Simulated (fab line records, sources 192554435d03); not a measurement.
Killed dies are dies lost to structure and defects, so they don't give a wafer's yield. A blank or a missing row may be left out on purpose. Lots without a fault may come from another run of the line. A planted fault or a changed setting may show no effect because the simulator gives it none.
A struck lot beside a sound one | flow n5_finfet | 15 steps out of a route of 1938
Sound: wafers L307.3, L307.4, L307.6. Struck: wafer L295.5. (L295.1 of the same lot was not struck and is left out.) The cause comes at the end.
At each step with rows: each side's tool, then ch and its chambers, then its first start. Under that, the readings that differ: sound wafers | struck wafers | difference of the means | sigmas: that difference in standard deviations of wafers without a fault.
alike: readings whose means differ by less than 2 such deviations, and words and numbers that are the same on both sides. not compared: withheld readings, readings that some wafer has no value for, bounds like >300 that may hide the same value, and numbers for which the record gives no deviation and whose values overlap.
The two part at a step that has a row with sigmas, a row that says differs or no value, or rows on one side only. Numbers that don't overlap but have no deviation are shown without sigmas and don't part them. A reading that every wafer of one side lacks parts them only if that side has two wafers or more.

N5_BEOL_M10_CURE_72: cures SiCOH lowk, time 120 s.
  sound on uv_cure-01 ch 0, day 13 18:44; struck on uv_cure-01 ch 1, day 11 10:40
  alike: lamp_power_pct, wafer_temp_C_max
N5_BEOL_M10_DEGAS_44: time 60 s.
  sound on pvd_sputter-02, day 13 19:08; struck on pvd_sputter-01, day 11 11:23
  alike: heater_power_w
then, 1 step without rows for these wafers: N5_BEOL_M10_PRE_CLEAN_45 (time 30 s).
N5_BEOL_M10_ALD_74: deposits TaN, target thk 2 nm, pulse time 2 s, purge time 3 s.
  sound on ald_metal-01 ch 0,1,2, day 13 19:15; struck on ald_metal-02 ch 3, day 11 11:36
  alike: heater_power_w
then, 4 steps without rows for these wafers: N5_BEOL_M10_SURFACE_TREAT_76; N5_BEOL_M10_CVD_75 (deposits Co from CCTBA/H2, target thk 2 nm, time 138.9 s); N5_BEOL_M10_SPUTTER_48 (material Cu, target thk 12 nm, time 2 s); N5_BEOL_M10_ECD_50 (material Cu, target thk 318 nm).
N5_BEOL_M10_ANNEAL_51: time 90 s.
  sound on rtp_anneal-02 ch 0, day 13 20:40; struck on rtp_anneal-01 ch 0, day 11 12:32
  alike: wafer_temp_C_max
N5_BEOL_M10_CMP_52: polishes, stops on SiCOH lowk, t overpolish 7 s, target thk 140 nm.
  sound on cmp-03 ch 0,1,3, day 13 20:58; struck on cmp-01 ch 1, day 11 12:57
  reading                      | sound          | struck | difference | sigmas
  barrier_field_endpoint_s (s) | 28.9 27.6 29.0 | 31.7   | +3.2       | +4
  time_to_endpoint_s (s)       | 66 59 69       | 76     | +11        | +3
  alike: motor_current_A, overpolish_run_s, slurry_flow_ml_min
N5_BEOL_M10_THK_MEAS_53: measures by xrf.
  sound on film_metro-02, day 13 21:11; struck on film_metro-02, day 11 13:08
  reading      | sound       | struck | difference | sigmas
  M10_THK (nm) | 142 137 143 | 148    | +7         | +2
then, 1 step without rows for these wafers: N5_BEOL_M10_PRE_CLEAN_55 (time 15 s).
N5_BEOL_M10_DEP_56: deposits SiCN from 3MS/NH3, target thk 15 nm, time 26.5 s.
  sound on pecvd-03 ch 1,2, day 13 21:17; struck on pecvd-04 ch 2, day 11 13:11
  reading                                   | sound        | struck | difference | sigmas
  model.SiCN_of_BEOL_M10_DEP_56.thk_nm (nm) | 15.2 15.2 15 | 16.6   | +1.5       |
  alike: showerhead_plenum_p_Torr, throttle_valve_pct
N5_BEOL_M10_RS_MEAS_57: measures by four-point-probe.
  sound on film_metro-02, day 13 21:21; struck on film_metro-02, day 11 13:16
  alike: M10_RS
then, 1 step without rows for these wafers: N5_PASSIVATION_PROBE_49.

WHERE THEY PART
First at N5_BEOL_M10_CMP_52; last, within this record, at N5_BEOL_M10_THK_MEAS_53. Later steps at which nothing parts them and some readings are alike: N5_BEOL_M10_DEP_56, N5_BEOL_M10_RS_MEAS_57.

WHY: what the simulator had put in
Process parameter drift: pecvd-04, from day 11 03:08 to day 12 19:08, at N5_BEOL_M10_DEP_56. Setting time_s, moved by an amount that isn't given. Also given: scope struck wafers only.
